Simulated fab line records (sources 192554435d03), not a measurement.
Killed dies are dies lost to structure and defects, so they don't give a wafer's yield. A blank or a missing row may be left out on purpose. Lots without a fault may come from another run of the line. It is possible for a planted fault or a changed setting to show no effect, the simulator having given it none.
Split-lot study || flow n5Finfet || on a route of 1938 steps: 7 lots, 39 wafers read

THE SPLIT ITSELF
At N5_DUMMY_GATE_CVD_03 (deposits a-Si from SiH4, target thk 150 nm, time 8042 s), the setting targetThkA was moved away from the recipe's 1500 angstrom on 30 of the 39 wafers read, by -11.3% to +12.6%. All remaining wafers had this setting at the recipe value.

Reading taken at the split's own step.

THE READING
a-Si_of_DUMMY_GATE_CVD_03.thkNm (the simulator's own value, which no gauge read), in nm, at N5_DUMMY_GATE_CVD_03 (deposits a-Si from SiH4, target thk 150 nm, time 8042 s). The file does not state a usual value for it. Here, 9 wafers ran the recipe; their average is 150.2 nm with a standard deviation of 0.47 nm.

{"wafer": "L075.1", "tool, chamber at the split": "-, -", "targetThkA as run, angstrom": 1500, "against the recipe": "recipe", "a-Si_of_DUMMY_GATE_CVD_03.thkNm, nm": 150, "against lot-mates on the recipe": "-"}
{"wafer": "L075.2", "tool, chamber at the split": "-, -", "targetThkA as run, angstrom": 1500, "against the recipe": "recipe", "a-Si_of_DUMMY_GATE_CVD_03.thkNm, nm": 149.8, "against lot-mates on the recipe": "-"}
{"wafer": "L075.4", "tool, chamber at the split": "-, -", "targetThkA as run, angstrom": 1500, "against the recipe": "recipe", "a-Si_of_DUMMY_GATE_CVD_03.thkNm, nm": 149.8, "against lot-mates on the recipe": "-"}
{"wafer": "L075.3", "tool, chamber at the split": "-, -", "targetThkA as run, angstrom": 1500, "against the recipe": "recipe", "a-Si_of_DUMMY_GATE_CVD_03.thkNm, nm": 149.2, "against lot-mates on the recipe": "-"}
{"wafer": "L075.5", "tool, chamber at the split": "-, -", "targetThkA as run, angstrom": 1500, "against the recipe": "recipe", "a-Si_of_DUMMY_GATE_CVD_03.thkNm, nm": 150.6, "against lot-mates on the recipe": "-"}
{"wafer": "L075.6", "tool, chamber at the split": "-, -", "targetThkA as run, angstrom": 1500, "against the recipe": "recipe", "a-Si_of_DUMMY_GATE_CVD_03.thkNm, nm": 150.4, "against lot-mates on the recipe": "-"}
{"wafer": "L079.1", "tool, chamber at the split": "-, -", "targetThkA as run, angstrom": 1330, "against the recipe": "-11.3%", "a-Si_of_DUMMY_GATE_CVD_03.thkNm, nm": 133.6, "against lot-mates on the recipe": "no lot-mate on the recipe"}
{"wafer": "L079.2", "tool, chamber at the split": "-, -", "targetThkA as run, angstrom": 1330, "against the recipe": "-11.3%", "a-Si_of_DUMMY_GATE_CVD_03.thkNm, nm": 134, "against lot-mates on the recipe": "no lot-mate on the recipe"}
{"wafer": "L079.3", "tool, chamber at the split": "-, -", "targetThkA as run, angstrom": 1330, "against the recipe": "-11.3%", "a-Si_of_DUMMY_GATE_CVD_03.thkNm, nm": 134.4, "against lot-mates on the recipe": "no lot-mate on the recipe"}
{"wafer": "L079.6", "tool, chamber at the split": "-, -", "targetThkA as run, angstrom": 1330, "against the recipe": "-11.3%", "a-Si_of_DUMMY_GATE_CVD_03.thkNm, nm": 134.4, "against lot-mates on the recipe": "no lot-mate on the recipe"}
{"wafer": "L079.4", "tool, chamber at the split": "-, -", "targetThkA as run, angstrom": 1330, "against the recipe": "-11.3%", "a-Si_of_DUMMY_GATE_CVD_03.thkNm, nm": 135.2, "against lot-mates on the recipe": "no lot-mate on the recipe"}
{"wafer": "L079.5", "tool, chamber at the split": "-, -", "targetThkA as run, angstrom": 1330, "against the recipe": "-11.3%", "a-Si_of_DUMMY_GATE_CVD_03.thkNm, nm": 133.4, "against lot-mates on the recipe": "no lot-mate on the recipe"}
{"wafer": "L081.1", "tool, chamber at the split": "lpcvd-01, 0/90", "targetThkA as run, angstrom": 1500, "against the recipe": "recipe", "a-Si_of_DUMMY_GATE_CVD_03.thkNm, nm": 150.8, "against lot-mates on the recipe": "-"}
{"wafer": "L081.3", "tool, chamber at the split": "lpcvd-01, 0/100,0/109", "targetThkA as run, angstrom": 1500, "against the recipe": "recipe", "a-Si_of_DUMMY_GATE_CVD_03.thkNm, nm": 150.4, "against lot-mates on the recipe": "-"}
{"wafer": "L081.5", "tool, chamber at the split": "lpcvd-01, 0/100,0/109", "targetThkA as run, angstrom": 1500, "against the recipe": "recipe", "a-Si_of_DUMMY_GATE_CVD_03.thkNm, nm": 150.4, "against lot-mates on the recipe": "-"}
{"wafer": "L083.1", "tool, chamber at the split": "-, -", "targetThkA as run, angstrom": 1379, "against the recipe": "-8.1%", "a-Si_of_DUMMY_GATE_CVD_03.thkNm, nm": 138.8, "against lot-mates on the recipe": "no lot-mate on the recipe"}
{"wafer": "L083.3", "tool, chamber at the split": "-, -", "targetThkA as run, angstrom": 1379, "against the recipe": "-8.1%", "a-Si_of_DUMMY_GATE_CVD_03.thkNm, nm": 138.8, "against lot-mates on the recipe": "no lot-mate on the recipe"}
{"wafer": "L083.6", "tool, chamber at the split": "-, -", "targetThkA as run, angstrom": 1379, "against the recipe": "-8.1%", "a-Si_of_DUMMY_GATE_CVD_03.thkNm, nm": 138.8, "against lot-mates on the recipe": "no lot-mate on the recipe"}
{"wafer": "L083.2", "tool, chamber at the split": "-, -", "targetThkA as run, angstrom": 1379, "against the recipe": "-8.1%", "a-Si_of_DUMMY_GATE_CVD_03.thkNm, nm": 139.2, "against lot-mates on the recipe": "no lot-mate on the recipe"}
{"wafer": "L083.4", "tool, chamber at the split": "-, -", "targetThkA as run, angstrom": 1379, "against the recipe": "-8.1%", "a-Si_of_DUMMY_GATE_CVD_03.thkNm, nm": 137.8, "against lot-mates on the recipe": "no lot-mate on the recipe"}
{"wafer": "L083.5", "tool, chamber at the split": "-, -", "targetThkA as run, angstrom": 1379, "against the recipe": "-8.1%", "a-Si_of_DUMMY_GATE_CVD_03.thkNm, nm": 138.6, "against lot-mates on the recipe": "no lot-mate on the recipe"}
{"wafer": "L084.1", "tool, chamber at the split": "-, -", "targetThkA as run, angstrom": 1335, "against the recipe": "-11.0%", "a-Si_of_DUMMY_GATE_CVD_03.thkNm, nm": 133.8, "against lot-mates on the recipe": "no lot-mate on the recipe"}
{"wafer": "L084.4", "tool, chamber at the split": "-, -", "targetThkA as run, angstrom": 1335, "against the recipe": "-11.0%", "a-Si_of_DUMMY_GATE_CVD_03.thkNm, nm": 133.8, "against lot-mates on the recipe": "no lot-mate on the recipe"}
{"wafer": "L084.2", "tool, chamber at the split": "-, -", "targetThkA as run, angstrom": 1335, "against the recipe": "-11.0%", "a-Si_of_DUMMY_GATE_CVD_03.thkNm, nm": 134.6, "against lot-mates on the recipe": "no lot-mate on the recipe"}
{"wafer": "L084.3", "tool, chamber at the split": "-, -", "targetThkA as run, angstrom": 1335, "against the recipe": "-11.0%", "a-Si_of_DUMMY_GATE_CVD_03.thkNm, nm": 134.8, "against lot-mates on the recipe": "no lot-mate on the recipe"}
{"wafer": "L084.5", "tool, chamber at the split": "-, -", "targetThkA as run, angstrom": 1335, "against the recipe": "-11.0%", "a-Si_of_DUMMY_GATE_CVD_03.thkNm, nm": 135.4, "against lot-mates on the recipe": "no lot-mate on the recipe"}
{"wafer": "L084.6", "tool, chamber at the split": "-, -", "targetThkA as run, angstrom": 1335, "against the recipe": "-11.0%", "a-Si_of_DUMMY_GATE_CVD_03.thkNm, nm": 134.4, "against lot-mates on the recipe": "no lot-mate on the recipe"}
{"wafer": "L087.1", "tool, chamber at the split": "-, -", "targetThkA as run, angstrom": 1688, "against the recipe": "+12.5%", "a-Si_of_DUMMY_GATE_CVD_03.thkNm, nm": 170.4, "against lot-mates on the recipe": "no lot-mate on the recipe"}
{"wafer": "L087.4", "tool, chamber at the split": "-, -", "targetThkA as run, angstrom": 1688, "against the recipe": "+12.5%", "a-Si_of_DUMMY_GATE_CVD_03.thkNm, nm": 170.4, "against lot-mates on the recipe": "no lot-mate on the recipe"}
{"wafer": "L087.5", "tool, chamber at the split": "-, -", "targetThkA as run, angstrom": 1688, "against the recipe": "+12.5%", "a-Si_of_DUMMY_GATE_CVD_03.thkNm, nm": 170.4, "against lot-mates on the recipe": "no lot-mate on the recipe"}
{"wafer": "L087.2", "tool, chamber at the split": "-, -", "targetThkA as run, angstrom": 1688, "against the recipe": "+12.5%", "a-Si_of_DUMMY_GATE_CVD_03.thkNm, nm": 169.2, "against lot-mates on the recipe": "no lot-mate on the recipe"}
{"wafer": "L087.3", "tool, chamber at the split": "-, -", "targetThkA as run, angstrom": 1688, "against the recipe": "+12.5%", "a-Si_of_DUMMY_GATE_CVD_03.thkNm, nm": 171.2, "against lot-mates on the recipe": "no lot-mate on the recipe"}
{"wafer": "L087.6", "tool, chamber at the split": "-, -", "targetThkA as run, angstrom": 1688, "against the recipe": "+12.5%", "a-Si_of_DUMMY_GATE_CVD_03.thkNm, nm": 170.2, "against lot-mates on the recipe": "no lot-mate on the recipe"}
{"wafer": "L088.1", "tool, chamber at the split": "-, -", "targetThkA as run, angstrom": 1689, "against the recipe": "+12.6%", "a-Si_of_DUMMY_GATE_CVD_03.thkNm, nm": 173, "against lot-mates on the recipe": "no lot-mate on the recipe"}
{"wafer": "L088.4", "tool, chamber at the split": "-, -", "targetThkA as run, angstrom": 1689, "against the recipe": "+12.6%", "a-Si_of_DUMMY_GATE_CVD_03.thkNm, nm": 173, "against lot-mates on the recipe": "no lot-mate on the recipe"}
{"wafer": "L088.2", "tool, chamber at the split": "-, -", "targetThkA as run, angstrom": 1689, "against the recipe": "+12.6%", "a-Si_of_DUMMY_GATE_CVD_03.thkNm, nm": 172, "against lot-mates on the recipe": "no lot-mate on the recipe"}
{"wafer": "L088.3", "tool, chamber at the split": "-, -", "targetThkA as run, angstrom": 1689, "against the recipe": "+12.6%", "a-Si_of_DUMMY_GATE_CVD_03.thkNm, nm": 172, "against lot-mates on the recipe": "no lot-mate on the recipe"}
{"wafer": "L088.5", "tool, chamber at the split": "-, -", "targetThkA as run, angstrom": 1689, "against the recipe": "+12.6%", "a-Si_of_DUMMY_GATE_CVD_03.thkNm, nm": 172.6, "against lot-mates on the recipe": "no lot-mate on the recipe"}
{"wafer": "L088.6", "tool, chamber at the split": "-, -", "targetThkA as run, angstrom": 1689, "against the recipe": "+12.6%", "a-Si_of_DUMMY_GATE_CVD_03.thkNm, nm": 173.2, "against lot-mates on the recipe": "no lot-mate on the recipe"}
If several chambers appear in one row, that row covers several wafers at once and the file leaves open which wafer was in which chamber.

FIT RESULTS
A straight line over all 39 wafers: a-Si_of_DUMMY_GATE_CVD_03.thkNm changes by +1.57 nm for each +1% of targetThkA; r = +1.00; the points scatter about the line by 1.1 nm.
Too few moved wafers have a lot-mate on the recipe to fit a line with each lot's own level taken away.

THE FILE'S OWN FIT
a-Si_of_DUMMY_GATE_CVD_03.thkNm changes by +1.57 nm for each +1% of targetThkA, r = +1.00.
